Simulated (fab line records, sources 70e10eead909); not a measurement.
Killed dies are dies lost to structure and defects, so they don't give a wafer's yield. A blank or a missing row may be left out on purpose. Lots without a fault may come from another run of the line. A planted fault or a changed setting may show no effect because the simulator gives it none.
Which tool did it? | flow nand_harc | 6 lots, 18 wafers sampled, at 1 step of a route of 1302

WHAT THE GAUGES READ, wafer by wafer
NHARC_A_ONON_D1_THK_MEAS_27: measures by ellipsometry.
lot  | measured     | on            | thk_nm (nm)
L452 | day 9 17:37  | film_metro-02 | 1006 1009 1006
L455 | day 10 18:04 | film_metro-02 | 998 999 999
L457 | day 11 17:01 | film_metro-01 | 1008 1007 1007
L460 | day 12 15:41 | film_metro-01 | 992 994 992
L462 | day 13 15:19 | film_metro-01 | 988 986 986
L465 | day 15 00:42 | film_metro-01 | 989 993 992

WHICH TOOL RAN EACH LOT (tool, then ch and the chambers of the sampled wafers, then the start)
The record holds no process step before these readings.

THE ANSWER, worked out from the rows above alone
Rule: what is usual is taken from the lots themselves. Put in order of their means at a reading, lots are off if they are a third of the lots or fewer, leave a main group of 4 or more, and stand apart from it by a gap of 3 or more times the standard deviation of the main group's means; of several such gaps the widest counts. A main group whose means are all the same, to the digits that the tables above print for the reading, isn't used. A lot without any number at a reading at which 4 lots or more have one is off too. The other lots that the step has rows for count as sound.
No lot is off at any reading shown: from this, nothing can be told.

WHAT THE SIMULATOR HAD PUT IN
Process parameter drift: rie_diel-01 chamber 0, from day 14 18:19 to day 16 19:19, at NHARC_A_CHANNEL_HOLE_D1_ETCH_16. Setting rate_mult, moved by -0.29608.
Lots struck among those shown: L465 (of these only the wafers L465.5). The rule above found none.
